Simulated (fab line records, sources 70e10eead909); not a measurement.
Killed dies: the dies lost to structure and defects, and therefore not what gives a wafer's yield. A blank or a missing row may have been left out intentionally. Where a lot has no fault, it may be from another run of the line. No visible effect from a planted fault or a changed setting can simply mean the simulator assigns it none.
What tool caused it? :: flow nandHarc :: 36 wafers sampled from 12 lots at 1 step of a route of 1159

## WHAT THE GAUGES SHOWED, per wafer
NHARC_P_STI_OCD_MEAS_17.
lot: L075
measured: day 2 18:33
on: ocd-01
trenchDepthNm (nm): 303 307 301

lot: L076
measured: day 3 05:03
on: ocd-02
trenchDepthNm (nm): 296 300 295

lot: L079
measured: day 3 14:57
on: ocd-01
trenchDepthNm (nm): 305 298 302

lot: L081
measured: day 4 05:37
on: ocd-02
trenchDepthNm (nm): 301 302 297

lot: L083
measured: day 4 17:37
on: ocd-01
trenchDepthNm (nm): 298 299 296

lot: L085
measured: day 5 05:41
on: ocd-02
trenchDepthNm (nm): 301 306 303

lot: L087
measured: day 5 17:48
on: ocd-02
trenchDepthNm (nm): 303 305 300

lot: L089
measured: day 6 09:01
on: ocd-02
trenchDepthNm (nm): 302 302 302

lot: L091
measured: day 6 18:37
on: ocd-02
trenchDepthNm (nm): 301 302 306

lot: L093
measured: day 7 05:53
on: ocd-01
trenchDepthNm (nm): 300 301 304

lot: L095
measured: day 7 18:47
on: ocd-02
trenchDepthNm (nm): 303 297 297

lot: L097
measured: day 8 06:55
on: ocd-02
trenchDepthNm (nm): 297 295 303

## EACH LOT AND THE TOOL THAT RAN IT (in order: tool; ch and the chambers of the sampled wafers; start)
The record holds no process step before these readings.

## THE ANSWER, worked out from the rows above alone
Rule: usual is defined by the lots themselves. The widest of any qualifying gaps counts: lots, ordered by their means at a reading, are off when they make up no more than a third of the lots, leave a main group of 4 or more, and stand apart from it by 3 or more times the standard deviation of that group's means. If all means in a main group match to the digits the tables above print for the reading, that group is not used. Also off: a lot with no number at a reading for which 4 or more lots have one. All remaining lots with rows at the step are treated as sound.
Nothing can be told from this: no lot is off at any reading shown.

## WHAT HAD BEEN PUT IN BY THE SIMULATOR
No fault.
